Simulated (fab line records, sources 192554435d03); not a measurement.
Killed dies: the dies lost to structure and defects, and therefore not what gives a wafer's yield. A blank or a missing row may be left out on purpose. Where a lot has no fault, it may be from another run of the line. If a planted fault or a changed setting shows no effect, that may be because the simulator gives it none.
Chamber matching    flow n5_finfet    N5_BEOL_M1_PRE_CLEAN_60 on cvd_co-02 has 3 sister chambers
The step time 15 s. 30 wafers are shown with their chamber, then 12 later ones without.

## WAFERS PAIRED WITH THEIR CHAMBERS
wafer   chamber  heater_power_w (W)
L074.1  2        83
L074.2  0        75
L074.3  0        72
L078.1  0        75
L078.2  2        78
L078.3  1        58
L077.1  1        59
L077.5  2        83
L077.6  1        60
L079.1  2        80
L079.2  0        74
L079.3  1        58
L080.2  0        75
L080.5  1        59
L080.6  0        75
L082.2  2        82
L082.5  1        60
L082.6  2        82
L088.1  2        82
L088.3  1        60
L088.4  1        61
L091.1  1        58
L091.5  0        75
L091.6  1        60
L090.1  1        60
L090.3  0        76
L090.5  0        76
L093.1  2        83
L093.2  1        60
L093.4  2        82

SIGNATURES (means of the wafers above)
reading         chamber 0  chamber 1  chamber 2  scatter within a chamber
heater_power_w  74.78      59.42      81.67      1.28
Rule: distance of a wafer from a chamber = root of the sum over the readings of ((wafer's reading minus chamber's mean) / reading's scatter) squared. The wafer belongs to the nearest chamber; if the next one is less than 2 further off, it can't be placed. The scatter is the square root of a quotient: the sum, over the shown wafers, of each reading's squared deviation from its chamber's mean, divided by wafers minus chambers.

## WAFERS MISSING THEIR CHAMBER
wafer   heater_power_w (W)
L094.2  77
L094.4  75
L094.6  82
L095.1  75
L095.2  83
L095.3  60
L095.4  81
L095.5  74
L095.6  59
L096.2  75
L096.4  60
L096.6  83

## WHICH CHAMBER EACH WENT THROUGH
wafer   from the rows above      in truth
L094.2  can't be placed: 0 or 2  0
L094.4  0                        0
L094.6  2                        2
L095.1  0                        0
L095.2  2                        2
L095.3  1                        1
L095.4  2                        2
L095.5  0                        0
L095.6  1                        1
L096.2  0                        0
L096.4  1                        1
L096.6  2                        2
Correctly placed: 11 of 12. Cannot be placed on the basis of these rows: 1; the candidates contain the true chamber in 1. Wrongly placed: 0.
